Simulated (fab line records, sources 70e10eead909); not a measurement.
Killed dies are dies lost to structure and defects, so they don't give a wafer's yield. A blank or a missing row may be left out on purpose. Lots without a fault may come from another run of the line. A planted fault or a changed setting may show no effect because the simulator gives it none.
Chamber matching | flow nand_harc | NHARC_P_GATE_DEP_103 on pecvd-04: 3 sister chambers
The step deposits SiON, target thk 30 nm. 18 wafers are shown with their chamber, then 9 later ones without.

WAFERS WITH THEIR CHAMBER
wafer  | chamber | heater_power_w (W) | susceptor_temp_C (C)
L079.1 | 0       | 835                | 399.92
L079.2 | 2       | 776                | 399.99
L079.4 | 2       | 769                | 399.90
L082.4 | 1       | 656                | 400.48
L082.5 | 0       | 892                | 400.36
L082.6 | 2       | 857                | 400.01
L084.2 | 2       | 853                | 399.64
L084.5 | 0       | 914                | 400.05
L084.6 | 2       | 849                | 400.09
L088.1 | 1       | 650                | 400.09
L088.3 | 1       | 637                | 400.32
L088.4 | 2       | 829                | 400.13
L090.1 | 0       | 902                | 400.05
L090.2 | 1       | 754                | 399.85
L090.6 | 1       | 773                | 399.84
L092.1 | 1       | 733                | 399.93
L092.2 | 2       | 898                | 399.53
L092.4 | 1       | 750                | 400.19

SIGNATURES (means of the wafers above)
reading          | chamber 0 | chamber 1 | chamber 2 | scatter within a chamber
heater_power_w   | 885.75    | 707.57    | 833.00    | 49.2
susceptor_temp_C | 400.0950  | 400.1000  | 399.8986  | 0.228
Rule: a wafer's distance from a chamber is the root of the sum, over the readings, of the square of ((its reading less the chamber's mean) divided by the reading's scatter). The wafer belongs to the nearest chamber; if the next one is less than 2 further off, it can't be placed. The scatter: the root of (the sum of the squares of (reading less its chamber's mean) over the shown wafers, divided by (wafers less chambers)).

WAFERS WITHOUT THEIR CHAMBER
wafer  | heater_power_w (W) | susceptor_temp_C (C)
L094.1 | 789                | 400.45
L094.3 | 754                | 399.77
L094.4 | 900                | 399.73
L096.1 | 750                | 400.04
L096.2 | 989                | 400.21
L096.5 | 767                | 399.79
L097.2 | 841                | 400.16
L097.4 | 849                | 400.26
L097.6 | 751                | 400.00

WHICH CHAMBER EACH WENT THROUGH
wafer  | from the rows above          | in truth
L094.1 | can't be placed: 1 or 0 or 2 | 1
L094.3 | can't be placed: 2 or 1 or 0 | 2
L094.4 | can't be placed: 2 or 0      | 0
L096.1 | can't be placed: 1 or 2 or 0 | 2
L096.2 | can't be placed: 0 or 2      | 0
L096.5 | can't be placed: 2 or 1 or 0 | 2
L097.2 | can't be placed: 0 or 2 or 1 | 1
L097.4 | can't be placed: 0 or 2 or 1 | 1
L097.6 | can't be placed: 1 or 2 or 0 | 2
Placed correctly: 0 of 9. Can't be placed from these rows: 9 (the true chamber is among the candidates in 9). Placed wrongly: 0.
